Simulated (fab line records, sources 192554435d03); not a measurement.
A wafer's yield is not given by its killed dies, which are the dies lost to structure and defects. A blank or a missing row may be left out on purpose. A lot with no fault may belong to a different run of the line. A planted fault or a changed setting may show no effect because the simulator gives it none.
Chamber matching -- flow n5 finfet -- 3 sister chambers for N5_BEOL_M4_PECVD_72 on pecvd-01
The step deposits SiO2 from TEOS/O2, target thk 16 nm, time 18 s. 6 wafers are shown with their chamber, then 7 later ones without.

## EACH WAFER AND ITS CHAMBER
wafer,chamber,throttle valve pct (%),heater power w (W)
L078.6,0,27.2,1069
L084.2,1,21.6,824
L084.3,2,22.3,717
L084.5,2,22.2,701
L088.1,1,21.8,698
L088.5,0,27.2,996

## WAFERS WHOSE CHAMBER IS MISSING
wafer,throttle valve pct (%),heater power w (W)
L088.6,22.1,666
L090.1,22.3,720
L090.3,26.9,1006
L090.4,26.8,963
L092.1,22.5,607
L092.4,27.1,982
L092.6,22.3,627

## CHAMBER TAKEN BY EACH
wafer,from the rows above,in truth
L088.6,2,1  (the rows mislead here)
L090.1,2,2
L090.3,0,0
L090.4,0,0
L092.1,2,2
L092.4,0,0
L092.6,2,2
Correctly placed: 6 of 7. Can't be placed from these rows: 0. 1 placed wrongly.
How it was worked out, from the rows above alone: a wafer's distance from a chamber is the root of the sum, over the readings, of the square of ((its reading less the chamber's mean) divided by the reading's scatter). If the next closest chamber is less than 2 further off than the closest, the wafer can't be placed; otherwise it belongs to the closest. For every chamber, the mean is computed from those of its wafers that are shown. The scatter is the square root of a quotient: the sum, over the shown wafers, of each reading's squared deviation from its chamber's mean, divided by wafers minus chambers.
